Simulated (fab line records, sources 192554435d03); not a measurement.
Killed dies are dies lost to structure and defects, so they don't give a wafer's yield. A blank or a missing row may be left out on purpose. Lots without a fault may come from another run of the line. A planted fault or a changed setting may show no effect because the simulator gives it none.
Which tool did it? | flow n5_finfet | 24 lots, 72 wafers sampled, at 4 steps of a route of 1938

WHAT THE GAUGES READ, wafer by wafer
N5_BEOL_M14_INSPECT_12: inspects for defects (macro).
lot  | measured     | on                | raw_defect_count
L074 | day 11 12:34 | defect_inspect-01 | 4 3 4
L076 | day 12 01:32 | defect_inspect-01 | 2 2 1
L075 | day 12 07:08 | defect_inspect-02 | 0 2 2
L077 | day 12 21:11 | defect_inspect-01 | 4 0 1
L078 | day 13 03:41 | defect_inspect-02 | 3 2 0
L079 | day 13 04:54 | defect_inspect-02 | 3 4 2
L080 | day 13 07:13 | defect_inspect-02 | 2 2 4
L082 | day 13 19:49 | defect_inspect-01 | 3 2 2
L081 | day 13 20:42 | defect_inspect-01 | 1 1 0
L083 | day 14 00:14 | defect_inspect-01 | 2 1 3
L084 | day 14 01:16 | defect_inspect-01 | 4 0 1
L085 | day 14 12:27 | defect_inspect-01 | 0 0 3
L087 | day 14 14:35 | defect_inspect-02 | 4 1 1
L086 | day 14 21:50 | defect_inspect-01 | 3 1 2
L089 | day 15 08:50 | defect_inspect-02 | 2 1 1
L090 | day 15 09:07 | defect_inspect-02 | 0 1 2
L088 | day 15 12:44 | defect_inspect-01 | 1 1 1
L092 | day 16 02:54 | defect_inspect-01 | 3 0 4
L093 | day 16 09:09 | defect_inspect-01 | 1 3 0
L091 | day 16 20:07 | defect_inspect-01 | 3 2 4
L096 | day 16 23:33 | defect_inspect-01 | 1 1 2
L094 | day 16 23:43 | defect_inspect-01 | 2 2 3
L095 | day 17 05:46 | defect_inspect-01 | 3 3 4
L097 | day 17 11:23 | defect_inspect-02 | 2 2 3

N5_BEOL_M14_INSPECT_30: inspects for defects (macro).
lot  | measured     | on                | raw_defect_count
L074 | day 11 13:41 | defect_inspect-01 | 2 1 4
L076 | day 12 02:33 | defect_inspect-01 | 3 1 0
L075 | day 12 08:07 | defect_inspect-02 | 1 3 1
L077 | day 12 22:07 | defect_inspect-01 | 2 2 3
L078 | day 13 04:41 | defect_inspect-02 | 5 1 2
L079 | day 13 05:52 | defect_inspect-02 | 4 1 1
L080 | day 13 08:23 | defect_inspect-02 | 5 2 5
L082 | day 13 20:42 | defect_inspect-02 | 1 1 1
L081 | day 13 21:32 | defect_inspect-01 | 5 0 2
L083 | day 14 01:10 | defect_inspect-02 | 2 1 2
L084 | day 14 02:15 | defect_inspect-02 | 4 5 3
L085 | day 14 13:42 | defect_inspect-01 | 0 5 5
L087 | day 14 15:38 | defect_inspect-02 | 4 3 2
L086 | day 14 22:41 | defect_inspect-01 | 2 4 1
L089 | day 15 09:49 | defect_inspect-02 | 1 3 2
L090 | day 15 10:22 | defect_inspect-02 | 1 1 3
L088 | day 15 13:36 | defect_inspect-01 | 1 1 1
L092 | day 16 03:52 | defect_inspect-02 | 1 3 0
L093 | day 16 10:00 | defect_inspect-01 | 4 3 4
L091 | day 16 21:05 | defect_inspect-01 | 3 3 2
L096 | day 17 00:26 | defect_inspect-01 | 1 3 2
L094 | day 17 00:37 | defect_inspect-02 | 2 2 2
L095 | day 17 06:45 | defect_inspect-01 | 3 0 1
L097 | day 17 12:14 | defect_inspect-02 | 3 4 3

WHICH TOOL RAN EACH LOT (tool, then ch and the chambers of the sampled wafers, then the start)
lot  | N5_BEOL_M13_SPUTTER_43       | N5_BEOL_M13_SPUTTER_44
L074 | pvd_sputter-02, day 11 10:29 | pvd_sputter-02, day 11 10:34
L076 | pvd_sputter-02, day 11 23:44 | pvd_sputter-02, day 11 23:49
L075 | pvd_sputter-02, day 12 05:13 | pvd_sputter-02, day 12 05:18
L077 | pvd_sputter-01, day 12 18:49 | pvd_sputter-01, day 12 18:53
L078 | pvd_sputter-02, day 13 01:47 | pvd_sputter-02, day 13 01:52
L079 | pvd_sputter-03, day 13 02:43 | pvd_sputter-03, day 13 02:47
L080 | pvd_sputter-02, day 13 05:03 | pvd_sputter-02, day 13 05:08
L082 | pvd_sputter-03, day 13 17:49 | pvd_sputter-03, day 13 17:54
L081 | pvd_sputter-03, day 13 18:50 | pvd_sputter-03, day 13 18:55
L083 | pvd_sputter-03, day 13 22:23 | pvd_sputter-03, day 13 22:28
L084 | pvd_sputter-02, day 13 23:28 | pvd_sputter-02, day 13 23:34
L085 | pvd_sputter-01, day 14 09:41 | pvd_sputter-01, day 14 09:46
L087 | pvd_sputter-02, day 14 12:48 | pvd_sputter-02, day 14 12:53
L086 | pvd_sputter-01, day 14 19:59 | pvd_sputter-01, day 14 20:04
L089 | pvd_sputter-03, day 15 06:56 | pvd_sputter-03, day 15 07:01
L090 | pvd_sputter-02, day 15 07:13 | pvd_sputter-02, day 15 07:17
L088 | pvd_sputter-03, day 15 10:49 | pvd_sputter-03, day 15 10:53
L092 | pvd_sputter-01, day 16 01:00 | pvd_sputter-01, day 16 01:05
L093 | pvd_sputter-01, day 16 06:52 | pvd_sputter-01, day 16 06:56
L091 | pvd_sputter-02, day 16 18:20 | pvd_sputter-02, day 16 18:25
L096 | pvd_sputter-03, day 16 21:22 | pvd_sputter-03, day 16 21:26
L094 | pvd_sputter-02, day 16 21:25 | pvd_sputter-02, day 16 21:30
L095 | pvd_sputter-02, day 17 03:58 | pvd_sputter-02, day 17 04:03
L097 | pvd_sputter-01, day 17 08:43 | pvd_sputter-01, day 17 08:48
- N5_BEOL_M13_SPUTTER_43: material TaN, target thk 15 nm, time 24.19 s.
- N5_BEOL_M13_SPUTTER_44: material Ta, target thk 10 nm, time 16.13 s.

WHAT THE TOOLS THEMSELVES READ (means of the sampled wafers that have a number; where no wafer has one, the mark that the record gives instead)
N5_BEOL_M13_SPUTTER_43.
lot  | tool           | throttle_valve_pct (%)
L074 | pvd_sputter-02 | 30.2
L076 | pvd_sputter-02 | 30.2
L075 | pvd_sputter-02 | 29.8
L077 | pvd_sputter-01 | 29.6
L078 | pvd_sputter-02 | 30.6
L079 | pvd_sputter-03 | 30.0
L080 | pvd_sputter-02 | 30.1
L082 | pvd_sputter-03 | 29.4
L081 | pvd_sputter-03 | 28.8
L083 | pvd_sputter-03 | 29.0
L084 | pvd_sputter-02 | 30.3
L085 | pvd_sputter-01 | 29.0
L087 | pvd_sputter-02 | 30.1
L086 | pvd_sputter-01 | 28.9
L089 | pvd_sputter-03 | 30.0
L090 | pvd_sputter-02 | 30.0
L088 | pvd_sputter-03 | 29.4
L092 | pvd_sputter-01 | 29.6
L093 | pvd_sputter-01 | 29.4
L091 | pvd_sputter-02 | 30.4
L096 | pvd_sputter-03 | 30.6
L094 | pvd_sputter-02 | 30.5
L095 | pvd_sputter-02 | 30.2
L097 | pvd_sputter-01 | 29.9

N5_BEOL_M13_SPUTTER_44.
lot  | tool           | throttle_valve_pct (%)
L074 | pvd_sputter-02 | 30.1
L076 | pvd_sputter-02 | 30.3
L075 | pvd_sputter-02 | 30.0
L077 | pvd_sputter-01 | 29.6
L078 | pvd_sputter-02 | 30.6
L079 | pvd_sputter-03 | 30.1
L080 | pvd_sputter-02 | 30.1
L082 | pvd_sputter-03 | 29.2
L081 | pvd_sputter-03 | 28.7
L083 | pvd_sputter-03 | 29.1
L084 | pvd_sputter-02 | 30.3
L085 | pvd_sputter-01 | 29.0
L087 | pvd_sputter-02 | 30.0
L086 | pvd_sputter-01 | 29.0
L089 | pvd_sputter-03 | 30.2
L090 | pvd_sputter-02 | 29.9
L088 | pvd_sputter-03 | 29.5
L092 | pvd_sputter-01 | 29.6
L093 | pvd_sputter-01 | 29.4
L091 | pvd_sputter-02 | 30.2
L096 | pvd_sputter-03 | 30.7
L094 | pvd_sputter-02 | 30.6
L095 | pvd_sputter-02 | 30.0
L097 | pvd_sputter-01 | 29.8

THE ANSWER, worked out from the rows above alone
Rule: what is usual is taken from the lots themselves. Put in order of their means at a reading, lots are off if they are a third of the lots or fewer, leave a main group of 4 or more, and stand apart from it by a gap of 3 or more times the standard deviation of the main group's means; of several such gaps the widest counts. A main group whose means are all the same, to the digits that the tables above print for the reading, isn't used. A lot without any number at a reading at which 4 lots or more have one is off too. The other lots that the step has rows for count as sound. The gauges are gone through in route order, then the tools' own readings, and for those a lot's mean is taken as printed above. The first step at which some lot is off is used, and at that step the reading that is off furthest; a lot without a number counts as furthest.
No lot is off at any reading shown: from this, nothing can be told.

WHAT THE SIMULATOR HAD PUT IN
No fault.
